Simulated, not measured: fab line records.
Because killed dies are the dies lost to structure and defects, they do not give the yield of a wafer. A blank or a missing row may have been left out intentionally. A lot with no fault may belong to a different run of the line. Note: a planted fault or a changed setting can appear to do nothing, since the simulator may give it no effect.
fab line records	flow nand-harc
record lots=11	wafers=33	last-day=32
route steps=1302 shown P_GATE@150 END@1302
lots that met no fault: from a run of the same line without faults
start-h: hours from the record's first day to the start of the lot's first wafer shown	wait-h: time in hours since the lot's previous step	" the same as in the row above	L1.1+2: a single row standing in for several wafers	- no value present, or no start provided	* or withheld: withheld	< > ~ a bound
route shown NAME@n: names a module that has steps shown in the file, with the first one's number in the route	usual: mean/standard deviation taken from wafers without a fault	same: alike in all rows	chamber/n: place in a boat	sites: the reading at each site	_std_site: their standard deviation	_edge_site: inner sites' mean taken away from outer sites' mean	radius-mm: how far each site lies from the wafer's centre	mask NAME#n: copy n	behind: the most recent tool/chamber to have shaped the wafer	hold: the reason the lot was held/the length of the hold in hours/how it ended	device: whichever transistor did not switch (one of n, p or np)	end of line: tests of these same wafers at the route's end	a step without rows: its recipe alone	killed: dies that structure and defects cost at the first sort, which is not the same as the wafer's yield	map: per-die view of a wafer (x killed, . not killed, _ where there is no die)
set.NAME: setting as actually run; set.NAME@STEP: the setting as run at that earlier step	model.NAME: the simulator's own value behind a step, which no gauge read
route steps across a sampled set of lots; one table per step, one row per wafer
services: the hour from which a tool's chamber was out of use, counted from the record's first day as start-h (under 0 if before that day), plus the number of hours and why
## steps
# step NHARC_P_GATE_STRIP_108
# recipe o2-flow-sccm=500	ar-flow-sccm=0	bias-w=0	chemistry=O2
# usual drypump-motor-current-A=5.8/0.37	oes-product-au=1.005/0.013	rf-vpp-V=57.8/0.89	showerhead-plenum-p-Torr=3.57/0.16	throttle-valve-pct=17.035/0.0089
lot.wafer	tool	chamber	start-h	wait-h	drypump-motor-current-A	oes-product-au	rf-hours-counter-h	rf-vpp-V	showerhead-plenum-p-Torr	throttle-valve-pct
L337.1	rie-diel-05	3	115.57	-	6.3	1.019	5	58.4	3.73	17.025
L337.5	"	2	"	"	6.3	0.990	-	59.4	3.76	17.040
L337.4	"	3	"	"	6.3	1.018	-	57.5	3.73	17.043
L338.2	rie-diel-13	3	125.76	-	5.5	1.002	9	56.8	3.32	17.038
L338.4	"	1	"	"	6.0	1.024	8	58.9	3.59	17.028
L338.5	"	3	"	"	5.5	0.993	-	56.8	3.32	17.044
L340.2	rie-diel-05	3	146.00	-	6.3	1.025	8	59.5	3.72	17.032
L340.4	"	2	"	"	6.3	0.994	-	57.7	3.76	17.037
L340.5	"	3	"	"	6.3	1.008	-	58.3	3.72	17.036
L341.1	rie-diel-13	1	157.59	-	6.0	1.036	10	58.6	3.58	17.031
L341.2	"	3	"	"	5.6	0.989	12	57.8	3.32	17.039
L341.6	"	0	"	"	5.8	1.001	-	56.4	3.42	17.028
L342.4	rie-diel-01	0	165.42	-	5.5	0.999	7	57.8	3.41	17.045
L342.1	"	1	"	"	5.8	0.999	8	56.3	3.71	17.031
L342.5	"	0	"	"	5.5	1.007	-	57.6	3.41	17.047
L344.4	rie-diel-01	0	188.42	-	5.5	1.000	8	57.2	3.41	17.018
L344.3	"	1	"	"	5.7	0.982	9	57.3	3.71	17.044
L344.6	"	0	"	"	5.5	1.021	-	58.2	3.41	17.033
L353.4	rie-diel-13	0	277.03	-	5.8	0.993	7	57.1	3.41	17.037
L353.2	"	1	"	"	6.0	1.006	8	57.7	3.58	17.026
L353.6	"	2	"	"	5.7	0.997	-	59.0	3.67	17.039
L354.2	rie-diel-05	3	287.86	-	6.3	1.034	2	58.3	3.72	17.038
L354.1	"	0	"	"	5.1	0.990	1	57.1	3.71	17.034
L354.5	"	1	"	"	6.3	1.023	-	57.9	3.55	17.038
L355.1	rie-diel-01	1	294.00	-	5.7	1.013	6	58.6	3.71	17.028
L355.3	"	2	"	"	5.4	1.010	6	58.8	3.67	17.045
L355.2	"	3	"	"	6.0	1.011	7	58.0	3.34	17.036
L356.2	rie-diel-01	3	306.92	-	6.0	1.003	7	56.2	3.34	17.028
L356.1	"	1	"	"	5.7	1.010	6	57.3	3.71	17.033
L356.6	"	0	"	"	5.5	1.021	-	56.7	3.40	17.046
L358.3	rie-diel-01	2	324.26	-	5.4	1.006	8	58.5	3.66	17.028
L358.1	"	3	"	"	6.0	1.012	9	57.2	3.34	17.028
L358.5	"	2	"	"	5.4	1.004	-	57.5	3.66	17.033
# step NHARC_P_GATE_STRIP_101
# recipe time-s=20	o2-flow-sccm=500	ar-flow-sccm=0	bias-w=0	chemistry=O2
# usual drypump-motor-current-A=5.8/0.4	oes-product-au=1.007/0.012	rf-vpp-V=57.9/0.94	showerhead-plenum-p-Torr=3.59/0.15	throttle-valve-pct=17.036/0.0092
# same time-s=20
lot.wafer	tool	chamber	start-h	wait-h	drypump-motor-current-A	oes-product-au	rf-hours-counter-h	rf-vpp-V	showerhead-plenum-p-Torr	throttle-valve-pct
L337.1	rie-diel-01	2	125.89	0.1	5.4	0.986	5	58.6	3.67	17.042
L337.4	"	1	"	"	5.7	0.986	5	56.5	3.71	17.051
L337.5	"	3	"	"	6.0	1.001	-	57.7	3.34	17.016
L338.4	rie-diel-01	2	136.14	0.1	5.4	0.988	5	58.0	3.67	17.034
L338.2	"	3	"	"	6.0	0.994	5	55.1	3.34	17.041
L338.5	"	3	"	"	6.0	1.001	-	58.5	3.34	17.031
L340.2	rie-diel-05	2	156.28	0.1	6.3	1.001	10	59.2	3.76	17.025
L340.5	"	3	"	"	6.3	1.012	-	58.1	3.72	17.037
L340.4	"	0	"	"	5.1	0.998	-	57.9	3.71	17.033
L341.1	rie-diel-05	2	167.79	0.1	6.3	0.991	11	59.4	3.76	17.021
L341.2	"	0	"	"	5.1	1.001	11	59.4	3.71	17.043
L341.6	"	2	"	"	6.3	1.006	-	59.3	3.76	17.031
L342.1	rie-diel-05	0	175.67	0.1	5.1	1.011	11	57.9	3.71	17.031
L342.5	"	3	"	"	6.3	1.015	-	58.5	3.72	17.049
L342.4	"	2	"	"	6.3	0.995	-	59.1	3.76	17.037
L344.4	rie-diel-05	0	198.69	0.1	5.1	1.012	12	57.9	3.71	17.019
L344.3	"	1	"	"	6.3	1.028	0	58.4	3.56	17.048
L344.6	"	3	"	"	6.3	1.013	-	59.1	3.72	17.044
L353.4	rie-diel-13	1	287.16	0.1	6.0	0.999	9	57.9	3.58	17.031
L353.2	"	2	"	"	5.7	1.006	8	59.1	3.67	17.039
L353.6	"	3	"	"	5.6	0.985	-	58.2	3.31	17.032
L354.1	rie-diel-01	3	298.18	0.1	6.0	0.993	7	57.9	3.34	17.048
L354.2	"	1	"	"	5.7	1.013	6	58.6	3.71	17.020
L354.5	"	3	"	"	6.0	1.009	-	57.1	3.34	17.037
L355.1	rie-diel-01	3	304.34	0.1	6.0	1.010	7	57.2	3.34	17.023
L355.3	"	1	"	"	5.7	1.009	6	58.0	3.71	17.034
L355.2	"	2	"	"	5.4	1.012	6	57.4	3.67	17.038
L356.1	rie-diel-05	1	317.14	0.1	6.3	1.026	3	57.0	3.55	17.036
L356.2	"	3	"	"	6.3	1.025	3	58.4	3.72	17.035
L356.6	"	2	"	"	6.3	1.003	-	56.3	3.76	17.040
L358.1	rie-diel-01	0	334.46	0.1	5.5	1.021	8	57.2	3.40	17.039
L358.3	"	2	"	"	5.3	1.002	8	58.0	3.66	17.033
L358.5	"	1	"	"	5.7	1.021	-	57.4	3.71	17.036
# step NHARC_P_GATE_STRIP_76
# recipe power-w=1500	temp-c=250	chemistry=O2
# usual drypump-motor-current-A=5.15/0.25	heater-power-w=344/28	temp-c=250.02/0.14
lot.wafer	tool	chamber	start-h	wait-h	drypump-motor-current-A	heater-power-w	rf-hours-counter-h	temp-c
L337.1	plasma-asher-01	1	129.18	0.2	5.58	390	27	249.86
L337.4	"	0	"	"	5.03	346	-	250.03
L337.5	"	0	"	"	5.04	343	-	250.00
L338.2	plasma-asher-01	0	139.62	0.2	5.00	345	30	249.87
L338.4	"	0	"	"	5.04	339	-	249.96
L338.5	"	0	"	"	5.04	336	-	249.91
L340.2	plasma-asher-02	0	159.66	0.2	5.19	318	16	250.17
L340.4	"	0	"	"	5.21	321	-	250.03
L340.5	"	1	"	"	4.87	355	-	249.94
L341.2	plasma-asher-02	1	171.16	0.2	4.85	345	19	250.14
L341.1	"	0	"	"	5.22	312	19	250.06
L341.6	"	0	"	"	5.22	323	-	249.97
L342.1	plasma-asher-01	0	179.03	0.2	5.04	325	1	250.14
L342.4	"	1	"	"	5.57	393	-	250.03
L342.5	"	1	"	"	5.57	381	-	250.23
L344.3	plasma-asher-02	1	202.05	0.2	4.88	349	-	249.98
L344.4	"	0	"	"	5.18	322	-	250.12
L344.6	"	0	"	"	5.22	322	-	249.93
L353.2	plasma-asher-01	0	290.61	0.2	5.02	327	24	250.24
L353.4	"	1	"	"	5.58	392	-	249.79
L353.6	"	1	"	"	5.57	387	-	249.86
L354.1	plasma-asher-02	1	301.65	0.2	4.87	344	9	250.08
L354.2	"	0	"	"	5.22	312	9	249.97
L354.5	"	0	"	"	5.20	313	-	249.80
L355.2	plasma-asher-01	1	307.94	0.2	5.54	393	28	249.91
L355.1	"	0	"	"	5.01	326	28	250.00
L355.3	"	1	"	"	5.56	392	-	249.94
L356.2	plasma-asher-02	0	320.49	0.2	5.20	313	13	250.05
L356.1	"	1	"	"	4.90	348	13	249.94
L356.6	"	1	"	"	4.88	342	-	250.26
L358.1	plasma-asher-02	1	337.95	0.2	4.90	340	18	250.07
L358.3	"	0	"	"	5.20	308	-	250.20
L358.5	"	0	"	"	5.19	315	-	249.96
# step NHARC_P_GATE_EXPOSE_88
# recipe na=0.6	target-cd-nm=2000	dose-mj=11.87	mask-id=P_HVN
# same na=0.6
lot.wafer	tool	chamber	start-h	wait-h	mask
L337.1+4+5	krf-scanner-03	0	129.94	-	P_HVN#0
L338.2+4+5	krf-scanner-04	0	140.40	-	P_HVN#0
L340.2+4+5	krf-scanner-04	0	160.30	-	P_HVN#0
L341.1+2+6	krf-scanner-03	0	171.92	-	P_HVN#0
L342.1+4+5	krf-scanner-04	0	179.79	-	P_HVN#0
L344.3+4+6	krf-scanner-04	0	202.68	-	P_HVN_R1#0
L353.2+4+6	krf-scanner-01	0	291.26	-	P_HVN#0
L354.1+2+5	krf-scanner-01	0	302.29	-	P_HVN#0
L355.1+2+3	krf-scanner-04	0	308.70	-	P_HVN#0
L356.1+2+6	krf-scanner-01	0	321.26	-	P_HVN#0
L358.1+3+5	krf-scanner-04	0	338.70	-	P_HVN#0
# step NHARC_P_GATE_CD_MEAS_91
# recipe target-cd-nm=2000	landing-energy-ev=500
# usual cd-nm=1999.4/2
lot.wafer	tool	chamber	start-h	wait-h	hold	cd-nm
L337.1	cd-sem-02	0	130.09	-	-	1998.8
L337.4	"	0	"	"	-	1997.3
L337.5	"	0	"	"	-	1998.8
L338.2	cd-sem-02	0	140.55	-	-	1999.8
L338.4	"	0	"	"	-	1996.3
L338.5	"	0	"	"	-	1997.6
L340.2	cd-sem-01	0	160.45	-	-	1997.7
L340.4	"	0	"	"	-	2000.6
L340.5	"	0	"	"	-	2000.0
L341.1	cd-sem-03	0	172.08	-	-	1997.3
L341.2	"	0	"	"	-	1994.7
L341.6	"	0	"	"	-	2000.2
L342.1	cd-sem-02	0	179.95	-	-	2000.4
L342.4	"	0	"	"	-	1998.9
L342.5	"	0	"	"	-	1999.8
L344.3	cd-sem-01	0	202.83	-	await-dispo/0.2h/release	1967.7
L344.4	"	0	"	"	await-dispo/0.2h/release	1969.0
L344.6	"	0	"	"	await-dispo/0.2h/release	1967.0
L344.3	cd-sem-01	0	-	-	-	1968.1
L344.4	"	0	"	"	-	1968.7
L344.6	"	0	"	"	-	1967.1
L353.2	cd-sem-03	0	291.41	-	-	1999.0
L353.4	"	0	"	"	-	1998.3
L353.6	"	0	"	"	-	1999.8
L354.1	cd-sem-03	0	302.44	-	-	2001.0
L354.2	"	0	"	"	-	2002.5
L354.5	"	0	"	"	-	2000.3
L355.1	cd-sem-02	0	308.86	-	-	1999.0
L355.2	"	0	"	"	-	1996.0
L355.3	"	0	"	"	-	1997.9
L356.1	cd-sem-01	0	321.41	-	-	2001.6
L356.2	"	0	"	"	-	2004.3
L356.6	"	0	"	"	-	2004.4
L358.1	cd-sem-02	0	338.85	-	-	1999.2
L358.3	"	0	"	"	-	1999.2
L358.5	"	0	"	"	-	2001.0
# step NHARC_END_SORT_01
# recipe temp-c=25
# usual killed-at-array=56/19	killed-at-other=0.6/1	killed-at-periphery=3.9/2.7	killed-dies=61/19	killed-open=3.3/1.9	killed-short=2.4/1.7
# same gross-dies=677
lot.wafer	tool	chamber	start-h	wait-h	killed-at-array	killed-at-other	killed-at-periphery	killed-dies	killed-open	killed-short
L344.3	prober-01	0	721.67	3.1	34	0	2	36	4	4
L344.4	prober-01	0	722.48	3.4	25	0	2	27	3	1
L344.6	prober-01	0	724.10	4.0	32	3	3	38	5	1
# killed by level:class
L344.3 A_CHANNEL_HOLE_D2:chamber-film-flake=15 A_CHANNEL_HOLE_D1:chamber-film-flake=7 P_CONTACT:geometric-particle:open=2 A_CHANNEL_FILL_D2:chamber-film-flake=2 A_STAIRCASE:chamber-film-flake=2 A_ONON_D1:geometric-particle:short=1 A_CHANNEL_HOLE_D1:geometric-particle:short=1 A_CHANNEL_FILL_D1:geometric-particle:short=1
L344.4 A_CHANNEL_HOLE_D2:chamber-film-flake=11 A_CHANNEL_FILL_D2:chamber-film-flake=5 A_DECK1_JOINT:chamber-film-flake=3 P_M1:geometric-particle:open=1 A_CHANNEL_FILL_D2:geometric-particle:open=1 A_WL_FILL:geometric-particle:open=1 A_BLC:geometric-particle:short=1 P_ZERO_WELL:chamber-film-flake=1
L344.6 A_CHANNEL_HOLE_D2:chamber-film-flake=16 A_CHANNEL_FILL_D2:chamber-film-flake=5 A_SLIT:chamber-film-flake=5 A_CHANNEL_HOLE_D1:chamber-film-flake=2 A_CONTACT:chamber-film-flake=2 THIN_TSV:chamber-film-flake=2 P_GATE:geometric-particle:open=1 P_CONTACT:geometric-particle:open=1
## services
tool	chamber	start-h	hours	kind
plasma-asher-01	-	105.05	0.5	repair
rie-diel-13	0	113.11	3.9	repair
rie-diel-13	1	116.26	6.8	repair
rie-diel-13	3	126.72	3.4	repair
krf-scanner-01	-	140.02	4.0	pm
rie-diel-13	-	165.00	9.0	pm
plasma-asher-01	-	165.08	9.0	pm
krf-scanner-04	-	175.45	0.7	repair
krf-scanner-04	-	182.00	4.0	pm
rie-diel-05	2	187.13	9.8	repair
krf-scanner-04	-	195.65	0.7	repair
rie-diel-01	-	203.82	9.0	pm
rie-diel-05	-	229.60	9.0	pm
rie-diel-05	0	242.34	10.0	repair
plasma-asher-02	-	249.13	9.0	pm
krf-scanner-04	-	251.34	0.5	repair
rie-diel-13	-	254.43	1.1	repair
rie-diel-05	0	292.45	5.7	repair
krf-scanner-04	-	301.87	1.8	repair
rie-diel-05	0	309.99	12.3	repair
krf-scanner-01	-	312.02	4.0	pm
plasma-asher-02	-	312.91	0.8	repair
plasma-asher-01	-	331.40	9.0	repair
krf-scanner-01	-	334.31	5.6	repair
## key
first-sign step=NHARC_P_GATE_EXPOSE_88	reading=mask	direction=changed
effect step=NHARC_P_GATE_CD_MEAS_91	reading=visit	direction=added
effect step=NHARC_P_GATE_CD_MEAS_91	reading=cd-nm	direction=down	sigmas=15	usual=1999.4	struck=1967.9
met-at NHARC_P_GATE_EXPOSE_88
struck-lots L344
tester-left-out L344
not-acting-at NHARC_P_GATE_STRIP_108,NHARC_P_GATE_STRIP_101,NHARC_P_GATE_STRIP_76
onset-between 179.79 202.68
fault kind=wrong-mask	tool=any	chamber=-	onset-h=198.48	steps=NHARC_P_GATE_EXPOSE_88	aux-copy=P_HVN_R1#0	cd-offset-nm=-33.411	scope=struck-lots-only
# tester-left-out: of these lots the tester's yield and bins aren't shown, on N5 and GAA mostly nor the transistor test; their killed dies are dies lost to structure and defects alone, not to doping, threshold or leakage, so they don't give the yield
